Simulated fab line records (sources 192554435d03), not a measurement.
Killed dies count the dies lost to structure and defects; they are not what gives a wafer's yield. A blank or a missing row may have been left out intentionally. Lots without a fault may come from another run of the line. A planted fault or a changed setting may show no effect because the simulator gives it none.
A struck lot beside a sound one	flow n5 finfet	15 steps out of a route of 1938
Sound: these wafers, L830.1, L830.2, L830.6. Struck: wafer L822.6. (L822.1 of the same lot was not struck and is left out.) The cause comes at the end.
Order at every step that has rows: each side's tool, ch and its chambers, its first start. Under that, the readings that differ: sound wafers	struck wafers	difference of the means	sigmas: that difference in standard deviations of wafers without a fault.
alike: same words and numbers on both sides, and readings whose means sit less than 2 such deviations apart. not compared: any withheld reading, any reading some wafer has no value for, any bound like >300 that may hide the same value, and any number with overlapping values for which the record gives no deviation.
The two part at a step that has a row with sigmas, a row that says differs or no value, or rows on one side only. Non-overlapping numbers with no deviation appear without sigmas and do not part them. A reading missing from all wafers of one side parts the sides only when that side holds two or more wafers.

first, 1 step without rows for these wafers: N5_HKMG_FIN_STRIP_33 (strips in N2/H2).
N5_HKMG_FIN_STRIP_34: strips in CF4.
  sound on rie diel-05 ch 1,2, day 10 02:45; struck on rie diel-05 ch 1, day 7 19:07
  alike: bias power w, drypump motor current A, oes product au, power w, rf vpp V, showerhead plenum p Torr, throttle valve pct
  not compared: rf hours counter h
then, 1 step without rows for these wafers: N5_HKMG_FIN_ETCH_35 (etches SOC in N2/H2, target depth 215.8 nm, time 243.4 s).
N5_HKMG_FIN_STRIP_92: strips SOC in N2/H2, time 20 s.
  sound on rie diel-05 ch 1,2, day 10 02:55; struck on rie diel-05 ch 1, day 7 19:22
  alike: bias power w, drypump motor current A, oes product au, power w, rf vpp V, showerhead plenum p Torr, throttle valve pct
  not compared: rf hours counter h
then, 2 steps without rows for these wafers: N5_HKMG_FIN_WET_ETCH_18 (etches TiN in SC1, time 55 s, target depth 5.2 nm, rinse time 30 s); N5_HKMG_FIN_STRIP_19 (strips in N2/H2, time 360 s).
N5_HKMG_FIN_ALD_91: deposits TiN, target thk 1 nm, pulse time 1 s, purge time 3 s.
  sound on ald metal-03 ch 1,2,3, day 10 03:27; struck on ald metal-04 ch 3, day 7 19:56
  alike: heater power outer w, heater power w, precursor pulse height rel
  not compared: co reactant pulse time s
then, 1 step without rows for these wafers: N5_HKMG_FIN_COAT_85 (time 60 s, resist thk 300 nm).
N5_HKMG_FIN_ETCH_86: etches SOC in N2/H2, stops on TiN, target depth 393.2 nm.
  sound on rie diel-06 ch 0,1,2, day 10 03:49; struck on rie diel-06 ch 1, day 7 20:17
  alike: drypump motor current A, oes product au, rf vpp V, showerhead plenum p Torr, throttle valve pct
  not compared: rf hours counter h
then, 2 steps without rows for these wafers: N5_HKMG_FIN_STRIP_89 (strips SOC in N2/H2, time 20 s); N5_HKMG_FIN_WET_ETCH_87 (etches TiN in SC1, time 154.2 s, target depth 4.7 nm, rinse time 30 s).
N5_HKMG_FIN_STRIP_88: strips in N2/H2, time 360 s.
  sound on plasma asher-01 ch 0,1, day 10 04:04; struck on plasma asher-01 ch 0, day 7 20:32
  alike: drypump motor current A, heater power w
  not compared: rf hours counter h
N5_HKMG_FIN_NWFM_ALD_20: deposits TiAlC, target thk 2 nm, pulse time 3 s, purge time 2 s.
  sound on ald metal-04 ch 0,1,3, day 10 04:27; struck on ald metal-03 ch 0, day 7 20:55
reading	sound	struck	difference	sigmas
co reactant pulse time s (s)	10 10 10	14.121	+4.121	
  alike: heater power outer w, heater power w, precursor pulse height rel
then, 1 step without rows for these wafers: N5_HKMG_FIN_ALD_71 (deposits TiN, target thk 1 nm, pulse time 1 s, purge time 3 s).
-- the record jumps here: 4 days lie between the struck wafers' starts before and after (it left off in module HKMG_FIN and takes up again in module BEOL_M4, whose first step shown is number 1111 of the route) --
N5_BEOL_M4_RC_MEAS_101:
  sound on prober-01 ch 0, day 13 22:40; struck on prober-02 ch 0, day 11 21:25
  alike: DIBL_N, DIBL_P, IOFF_N, IOFF_P, ION_N, ION_P, SS_N, SS_P, VT_N, VT_P

## WHERE THEY PART
Nowhere in this record.

WHY: whatever the simulator had introduced
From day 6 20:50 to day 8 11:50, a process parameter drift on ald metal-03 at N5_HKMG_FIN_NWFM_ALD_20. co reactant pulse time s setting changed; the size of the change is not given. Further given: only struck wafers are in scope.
